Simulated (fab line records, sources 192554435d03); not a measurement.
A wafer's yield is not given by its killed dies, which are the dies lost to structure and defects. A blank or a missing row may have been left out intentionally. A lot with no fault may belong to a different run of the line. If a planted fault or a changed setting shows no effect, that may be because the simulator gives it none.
Chamber matching | flow n5_finfet | rie_diel-06 running N5_SDB_ETCH_25: 4 sister chambers
The step etches SiO2 in C4F6/O2, target depth 10 nm, time 3.3 s. 8 wafers are shown with their chamber, then 9 later ones without.

WAFERS, EACH WITH ITS CHAMBER
wafer  | chamber | showerhead_plenum_p_Torr (Torr) | drypump_motor_current_A (A)
L077.2 | 3       | 2.74                            | 5.4
L077.5 | 2       | 2.71                            | 6.6
L080.2 | 3       | 2.73                            | 5.5
L080.3 | 1       | 2.78                            | 4.9
L080.6 | 0       | 2.89                            | 5.6
L081.3 | 2       | 2.71                            | 6.6
L081.5 | 1       | 2.77                            | 4.9
L081.6 | 0       | 2.89                            | 5.6

WAFERS MISSING THEIR CHAMBER
wafer  | showerhead_plenum_p_Torr (Torr) | drypump_motor_current_A (A)
L083.4 | 2.73                            | 5.5
L083.5 | 2.89                            | 5.6
L083.6 | 2.73                            | 5.5
L092.2 | 2.76                            | 4.9
L092.3 | 2.88                            | 5.6
L092.6 | 2.70                            | 6.6
L094.1 | 2.69                            | 6.7
L094.5 | 2.72                            | 5.4
L094.6 | 2.88                            | 5.6

WHICH CHAMBER EACH ONE RAN IN
wafer  | from the rows above | in truth
L083.4 | 3                   | 3
L083.5 | 0                   | 0
L083.6 | 3                   | 3
L092.2 | 1                   | 1
L092.3 | 0                   | 0
L092.6 | 2                   | 2
L094.1 | 2                   | 2
L094.5 | 3                   | 3
L094.6 | 0                   | 0
Placed correctly: 9 of 9. Not placeable from these rows: 0. Number placed wrongly: 0.
How it was worked out, from the rows above alone: a wafer's distance from a chamber is the root of the sum, over the readings, of the square of ((its reading less the chamber's mean) divided by the reading's scatter). The wafer belongs to the nearest chamber; if the next one is less than 2 further off, it can't be placed. Each chamber's mean is taken over the wafers shown for it. How the scatter is found: for the shown wafers, subtract from each reading the mean of its chamber, square and add these, divide the total by (wafers less chambers), then take the root.
